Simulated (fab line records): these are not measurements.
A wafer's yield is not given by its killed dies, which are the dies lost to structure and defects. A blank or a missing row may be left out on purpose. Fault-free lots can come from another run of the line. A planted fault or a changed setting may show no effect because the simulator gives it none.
Split-lot study / flow n5 finfet / on a route of 1938 steps: 7 lots, 39 wafers read

== THE SPLIT ==
At N5_MOL_CONTACT_COAG_SPUTTER_130 (material Co, target thk 47.5 nm), the setting power w was moved away from the recipe's 3000 W on 15 of the 39 wafers read, by -12.4% to +6.9%. The other wafers ran this setting at the recipe's value.

The reading is taken at the split's own step.

== THE READING ==
Co_of_MOL_CONTACT_COAG_SPUTTER_130.thk nm (the simulator's own value, which no gauge read), in nm, at N5_MOL_CONTACT_COAG_SPUTTER_130 (material Co, target thk 47.5 nm). The file does not state a usual value for it. Across the 24 wafers here that went through the recipe, the average is 47.7 nm and the standard deviation 0.45 nm.

wafer=L076.1; tool, chamber at the split=pvd sputter-01, -; power w as run, W=3000; against the recipe=recipe; Co_of_MOL_CONTACT_COAG_SPUTTER_130.thk nm, nm=47.8; against lot-mates on the recipe=-
wafer=L076.2; tool, chamber at the split=pvd sputter-01, -; power w as run, W=3000; against the recipe=recipe; Co_of_MOL_CONTACT_COAG_SPUTTER_130.thk nm, nm=47.8; against lot-mates on the recipe=-
wafer=L076.3; tool, chamber at the split=pvd sputter-01, -; power w as run, W=2691; against the recipe=-10.3%; Co_of_MOL_CONTACT_COAG_SPUTTER_130.thk nm, nm=42.2; against lot-mates on the recipe=-5.5
wafer=L076.4; tool, chamber at the split=pvd sputter-01, -; power w as run, W=2691; against the recipe=-10.3%; Co_of_MOL_CONTACT_COAG_SPUTTER_130.thk nm, nm=42.4; against lot-mates on the recipe=-5.3
wafer=L076.5; tool, chamber at the split=pvd sputter-01, -; power w as run, W=3000; against the recipe=recipe; Co_of_MOL_CONTACT_COAG_SPUTTER_130.thk nm, nm=47.4; against lot-mates on the recipe=-
wafer=L076.6; tool, chamber at the split=pvd sputter-01, -; power w as run, W=2691; against the recipe=-10.3%; Co_of_MOL_CONTACT_COAG_SPUTTER_130.thk nm, nm=42.8; against lot-mates on the recipe=-4.9
wafer=L077.1; tool, chamber at the split=pvd sputter-01, -; power w as run, W=3208; against the recipe=+6.9%; Co_of_MOL_CONTACT_COAG_SPUTTER_130.thk nm, nm=51.2; against lot-mates on the recipe=+3.3
wafer=L077.2; tool, chamber at the split=pvd sputter-01, -; power w as run, W=3000; against the recipe=recipe; Co_of_MOL_CONTACT_COAG_SPUTTER_130.thk nm, nm=48.2; against lot-mates on the recipe=-
wafer=L077.3; tool, chamber at the split=pvd sputter-01, -; power w as run, W=3208; against the recipe=+6.9%; Co_of_MOL_CONTACT_COAG_SPUTTER_130.thk nm, nm=51.4; against lot-mates on the recipe=+3.5
wafer=L077.4; tool, chamber at the split=pvd sputter-01, -; power w as run, W=3000; against the recipe=recipe; Co_of_MOL_CONTACT_COAG_SPUTTER_130.thk nm, nm=48; against lot-mates on the recipe=-
wafer=L077.5; tool, chamber at the split=pvd sputter-01, -; power w as run, W=3000; against the recipe=recipe; Co_of_MOL_CONTACT_COAG_SPUTTER_130.thk nm, nm=47.6; against lot-mates on the recipe=-
wafer=L077.6; tool, chamber at the split=pvd sputter-01, -; power w as run, W=3208; against the recipe=+6.9%; Co_of_MOL_CONTACT_COAG_SPUTTER_130.thk nm, nm=51.6; against lot-mates on the recipe=+3.7
wafer=L078.1; tool, chamber at the split=pvd sputter-02, -; power w as run, W=2647; against the recipe=-11.8%; Co_of_MOL_CONTACT_COAG_SPUTTER_130.thk nm, nm=42; against lot-mates on the recipe=-6.0
wafer=L078.2; tool, chamber at the split=pvd sputter-02, -; power w as run, W=2647; against the recipe=-11.8%; Co_of_MOL_CONTACT_COAG_SPUTTER_130.thk nm, nm=42.8; against lot-mates on the recipe=-5.2
wafer=L078.3; tool, chamber at the split=pvd sputter-02, -; power w as run, W=3000; against the recipe=recipe; Co_of_MOL_CONTACT_COAG_SPUTTER_130.thk nm, nm=48.2; against lot-mates on the recipe=-
wafer=L078.6; tool, chamber at the split=pvd sputter-02, -; power w as run, W=3000; against the recipe=recipe; Co_of_MOL_CONTACT_COAG_SPUTTER_130.thk nm, nm=48.2; against lot-mates on the recipe=-
wafer=L078.4; tool, chamber at the split=pvd sputter-02, -; power w as run, W=3000; against the recipe=recipe; Co_of_MOL_CONTACT_COAG_SPUTTER_130.thk nm, nm=47.6; against lot-mates on the recipe=-
wafer=L078.5; tool, chamber at the split=pvd sputter-02, -; power w as run, W=2647; against the recipe=-11.8%; Co_of_MOL_CONTACT_COAG_SPUTTER_130.thk nm, nm=42.2; against lot-mates on the recipe=-5.8
wafer=L080.1; tool, chamber at the split=pvd sputter-03, -; power w as run, W=3000; against the recipe=recipe; Co_of_MOL_CONTACT_COAG_SPUTTER_130.thk nm, nm=47.2; against lot-mates on the recipe=-
wafer=L080.2; tool, chamber at the split=pvd sputter-03, -; power w as run, W=3000; against the recipe=recipe; Co_of_MOL_CONTACT_COAG_SPUTTER_130.thk nm, nm=46.6; against lot-mates on the recipe=-
wafer=L080.3; tool, chamber at the split=pvd sputter-03, -; power w as run, W=3000; against the recipe=recipe; Co_of_MOL_CONTACT_COAG_SPUTTER_130.thk nm, nm=46.8; against lot-mates on the recipe=-
wafer=L080.4; tool, chamber at the split=pvd sputter-03, -; power w as run, W=2628; against the recipe=-12.4%; Co_of_MOL_CONTACT_COAG_SPUTTER_130.thk nm, nm=41.8; against lot-mates on the recipe=-5.1
wafer=L080.5; tool, chamber at the split=pvd sputter-03, -; power w as run, W=2628; against the recipe=-12.4%; Co_of_MOL_CONTACT_COAG_SPUTTER_130.thk nm, nm=41.6; against lot-mates on the recipe=-5.3
wafer=L080.6; tool, chamber at the split=pvd sputter-03, -; power w as run, W=2628; against the recipe=-12.4%; Co_of_MOL_CONTACT_COAG_SPUTTER_130.thk nm, nm=41; against lot-mates on the recipe=-5.9
wafer=L085.1; tool, chamber at the split=pvd sputter-01, -; power w as run, W=3000; against the recipe=recipe; Co_of_MOL_CONTACT_COAG_SPUTTER_130.thk nm, nm=47.2; against lot-mates on the recipe=-
wafer=L085.2; tool, chamber at the split=pvd sputter-01, -; power w as run, W=3000; against the recipe=recipe; Co_of_MOL_CONTACT_COAG_SPUTTER_130.thk nm, nm=47.2; against lot-mates on the recipe=-
wafer=L085.4; tool, chamber at the split=pvd sputter-01, -; power w as run, W=3000; against the recipe=recipe; Co_of_MOL_CONTACT_COAG_SPUTTER_130.thk nm, nm=47.2; against lot-mates on the recipe=-
wafer=L085.3; tool, chamber at the split=pvd sputter-01, -; power w as run, W=3000; against the recipe=recipe; Co_of_MOL_CONTACT_COAG_SPUTTER_130.thk nm, nm=47.8; against lot-mates on the recipe=-
wafer=L085.5; tool, chamber at the split=pvd sputter-01, -; power w as run, W=3000; against the recipe=recipe; Co_of_MOL_CONTACT_COAG_SPUTTER_130.thk nm, nm=47.8; against lot-mates on the recipe=-
wafer=L085.6; tool, chamber at the split=pvd sputter-01, -; power w as run, W=3000; against the recipe=recipe; Co_of_MOL_CONTACT_COAG_SPUTTER_130.thk nm, nm=47.4; against lot-mates on the recipe=-
wafer=L087.1; tool, chamber at the split=pvd sputter-03, -; power w as run, W=3000; against the recipe=recipe; Co_of_MOL_CONTACT_COAG_SPUTTER_130.thk nm, nm=48; against lot-mates on the recipe=-
wafer=L087.2; tool, chamber at the split=pvd sputter-03, -; power w as run, W=3000; against the recipe=recipe; Co_of_MOL_CONTACT_COAG_SPUTTER_130.thk nm, nm=48; against lot-mates on the recipe=-
wafer=L087.6; tool, chamber at the split=pvd sputter-03, -; power w as run, W=3000; against the recipe=recipe; Co_of_MOL_CONTACT_COAG_SPUTTER_130.thk nm, nm=47.6; against lot-mates on the recipe=-
wafer=L092.1; tool, chamber at the split=pvd sputter-01, -; power w as run, W=2647; against the recipe=-11.8%; Co_of_MOL_CONTACT_COAG_SPUTTER_130.thk nm, nm=42.6; against lot-mates on the recipe=-5.5
wafer=L092.2; tool, chamber at the split=pvd sputter-01, -; power w as run, W=2647; against the recipe=-11.8%; Co_of_MOL_CONTACT_COAG_SPUTTER_130.thk nm, nm=42.6; against lot-mates on the recipe=-5.5
wafer=L092.3; tool, chamber at the split=pvd sputter-01, -; power w as run, W=3000; against the recipe=recipe; Co_of_MOL_CONTACT_COAG_SPUTTER_130.thk nm, nm=48.2; against lot-mates on the recipe=-
wafer=L092.4; tool, chamber at the split=pvd sputter-01, -; power w as run, W=3000; against the recipe=recipe; Co_of_MOL_CONTACT_COAG_SPUTTER_130.thk nm, nm=48.2; against lot-mates on the recipe=-
wafer=L092.5; tool, chamber at the split=pvd sputter-01, -; power w as run, W=2647; against the recipe=-11.8%; Co_of_MOL_CONTACT_COAG_SPUTTER_130.thk nm, nm=42.2; against lot-mates on the recipe=-5.9
wafer=L092.6; tool, chamber at the split=pvd sputter-01, -; power w as run, W=3000; against the recipe=recipe; Co_of_MOL_CONTACT_COAG_SPUTTER_130.thk nm, nm=47.8; against lot-mates on the recipe=-

FIT RESULTS
A straight line over all 39 wafers: Co_of_MOL_CONTACT_COAG_SPUTTER_130.thk nm changes by +0.483 nm for each +1% of power w; r = +0.99; the points scatter about the line by 0.45 nm.
The same after taking each lot's own level away (the mean of its wafers on the recipe; 39 wafers): +0.475 nm for each +1%; r = +0.99; scatter 0.31 nm.
On that fit, the largest move of power w shifts the reading by 5.9 nm.
From 46.87 to 48.07 nm: that is the span of the lots' own levels, equal to 2.7 times the standard deviation above.
The two slopes are in agreement: the lot-to-lot level therefore moves the slope only a little.
Check: for one of the wafers moved furthest among these (-12.4%), held out of the fit, the line's prediction against its lot-mates is -5.95 nm. Against them it came out at -5.07 nm.

== FURTHER SPLITS ON THESE WAFERS ==
Before the reading, these wafers also passed through other splits. Each is held against what the fit with the lots' levels taken away leaves over:
other split on the same wafers=N5_HKMG_FIN_ETCH_54 bias w; wafers away from the commonest value=18; r with Co_of_MOL_CONTACT_COAG_SPUTTER_130.thk nm (lot level and that fit taken away)=+0.13
other split on the same wafers=N5_HKMG_FIN_ETCH_55 bias w; wafers away from the commonest value=9; r with Co_of_MOL_CONTACT_COAG_SPUTTER_130.thk nm (lot level and that fit taken away)=-0.03
other split on the same wafers=N5_HKMG_FIN_ETCH_35 time s; wafers away from the commonest value=15; r with Co_of_MOL_CONTACT_COAG_SPUTTER_130.thk nm (lot level and that fit taken away)=+0.29

== FILE'S OWN FIT ==
Co_of_MOL_CONTACT_COAG_SPUTTER_130.thk nm changes by +0.474 nm for each +1% of power w, r = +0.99.
